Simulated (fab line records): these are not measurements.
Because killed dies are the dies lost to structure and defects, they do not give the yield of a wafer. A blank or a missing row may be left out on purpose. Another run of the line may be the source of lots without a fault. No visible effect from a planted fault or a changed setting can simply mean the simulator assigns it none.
A lot that was struck, set against a sound lot || flow n5-finfet || 15 out of 1938 route steps
Sound: the wafers L598.4, L598.5, L598.6. Struck: wafer L610.3 (left out: L610.5, a lot-mate that was not struck); the cause follows at the end.
Each step with rows lists, per side, the tool, then ch with its chambers, then its first start. Under that, the readings that differ: sound wafers || struck wafers || difference of the means || sigmas: that difference in standard deviations of wafers without a fault.
alike: same words and numbers on both sides, and readings whose means sit less than 2 such deviations apart. not compared: any withheld reading, any reading some wafer has no value for, any bound like >300 that may hide the same value, and any number with overlapping values for which the record gives no deviation.
Wherever a step has rows on one side only, a row that says differs or no value, or a row with sigmas, the two part there. Numbers that don't overlap but have no deviation are shown without sigmas and don't part them. Lack of a reading on every wafer of one side parts them only where that side has two or more wafers.

first, 4 steps without rows for these wafers: N5_MOL_CONTACT_COAG_SOFTBAKE_79 (time 60 s); N5_MOL_CONTACT_COAG_EXPOSE_81 (exposes mask VG, defocus 0 nm); N5_MOL_CONTACT_COAG_PEB_82 (peb time 60 s); N5_MOL_CONTACT_COAG_DEVELOP_83 (develop time 30 s).
N5_MOL_CONTACT_COAG_CD_MEAS_84: the cd target is 25.1 nm.
  sound on cd-sem-03 ch 0, day 5 21:11; struck on cd-sem-03 ch 0, day 9 08:19
  alike: cd-nm
N5_MOL_CONTACT_COAG_OVL_MEAS_85:
  sound on overlay-01 ch 0, day 5 21:14; struck on overlay-01 ch 0, day 9 08:21
  alike: VG_OVL
N5_MOL_CONTACT_COAG_INSPECT_57: inspects for defects (brightfield).
  sound on defect-inspect-01, day 5 21:16; struck on defect-inspect-01, day 9 08:24
  alike: raw-defect-count
N5_MOL_CONTACT_COAG_DESCUM_88: chemistry O2, time 7 s.
  sound on rie-diel-02 ch 0,1,2, day 5 21:18; struck on rie-diel-02 ch 0, day 9 09:29
{"reading": "rf-vpp-V (V)", "sound": "243.1 245.0 245.2", "struck": 240.8, "difference": -3.6, "sigmas": -3}
  alike: bias-power-w, drypump-motor-current-A, oes-product-au, showerhead-plenum-p-Torr, throttle-valve-pct
  not compared: rf-hours-counter-h
N5_MOL_CONTACT_COAG_ETCH_89: etches underlayer in N2/H2, target depth 13 nm, time 10.4 s.
  sound on rie-diel-02 ch 0,1,2, day 5 21:20; struck on rie-diel-02 ch 0, day 9 09:31
  alike: drypump-motor-current-A, etch-rf-on-time-s, h2-flow-sccm, n2-flow-sccm, oes-product-au, rf-vpp-V, showerhead-plenum-p-Torr, throttle-valve-pct
  not compared: rf-hours-counter-h
N5_MOL_CONTACT_COAG_ETCH_90: etches SiARC in CF4, target depth 13 nm, time 21.7 s.
  sound on rie-diel-02 ch 0,1,2, day 5 21:21; struck on rie-diel-02 ch 0, day 9 09:32
  alike: drypump-motor-current-A, etch-rf-on-time-s, oes-product-au, rf-vpp-V, showerhead-plenum-p-Torr, throttle-valve-pct
  not compared: rf-hours-counter-h
N5_MOL_CONTACT_COAG_ALD_131: deposits SiO2, target thk 5 nm, pulse time 1 s, co reactant pulse time 1 s.
  sound on ald-sin-04 ch 2,3, day 5 21:26; struck on ald-sin-01 ch 1, day 9 09:40
  alike: heater-power-w, precursor-pulse-height-rel
N5_MOL_CONTACT_COAG_ETCHBACK_132: etches SiO2 in CHF3, target depth 10 nm, time 6.7 s.
  sound on rie-diel-05 ch 0,3, day 5 21:38; struck on rie-diel-02 ch 1, day 9 09:52
  alike: drypump-motor-current-A, oes-product-au, rf-vpp-V, showerhead-plenum-p-Torr, throttle-valve-pct
  not compared: rf-hours-counter-h
N5_MOL_CONTACT_COAG_ETCH_91: etches SOC in N2/H2, target depth 60 nm, overetch 21 nm, time 101.2 s.
  sound on rie-diel-05 ch 0,3, day 5 21:40; struck on rie-diel-02 ch 1, day 9 09:54
{"reading": "run-length-s (s)", "sound": "124.8 124.7 125.0", "struck": 165.5, "difference": "+40.7", "sigmas": "+85"}
{"reading": "model.SiARC_of_MOL_CONTACT_COAG_COAT_76.thk-nm (nm)", "sound": "5.8 5.8 6", "struck": 4, "difference": -2, "sigmas": ""}
  alike: drypump-motor-current-A, h2-flow-sccm, n2-flow-sccm, oes-product-au, rf-vpp-V, showerhead-plenum-p-Torr, throttle-valve-pct
  not compared: rf-hours-counter-h
then, 1 step without rows for these wafers: N5_MOL_CONTACT_COAG_STRIP_92 (strips in N2/H2).
-- the record jumps here: 3 days lie between the struck wafers' starts before and after (it left off in module MOL_CONTACT_COAG and takes up again in module BEOL_M4, whose first step shown is number 1111 of the route) --
N5_BEOL_M4_RC_MEAS_101:
  sound on prober-02 ch 0, day 8 13:43; struck on prober-01 ch 0, day 12 02:03
{"reading": "DIBL_N (mV/V)", "sound": "35.8 36.9 36.0", "struck": 39.7, "difference": "+3.5", "sigmas": "+2"}
{"reading": "IOFF_N (nA/um)", "sound": "0.140 0.173 0.156", "struck": 0.224, "difference": "+0.068", "sigmas": "+2"}
  alike: DIBL_P, IOFF_P, ION_N, ION_P, SS_N, SS_P, VT_N, VT_P

WHERE THEY PART
Earliest at N5_MOL_CONTACT_COAG_DESCUM_88; latest, in this record, at N5_BEOL_M4_RC_MEAS_101.

WHY: the cause the simulator had injected
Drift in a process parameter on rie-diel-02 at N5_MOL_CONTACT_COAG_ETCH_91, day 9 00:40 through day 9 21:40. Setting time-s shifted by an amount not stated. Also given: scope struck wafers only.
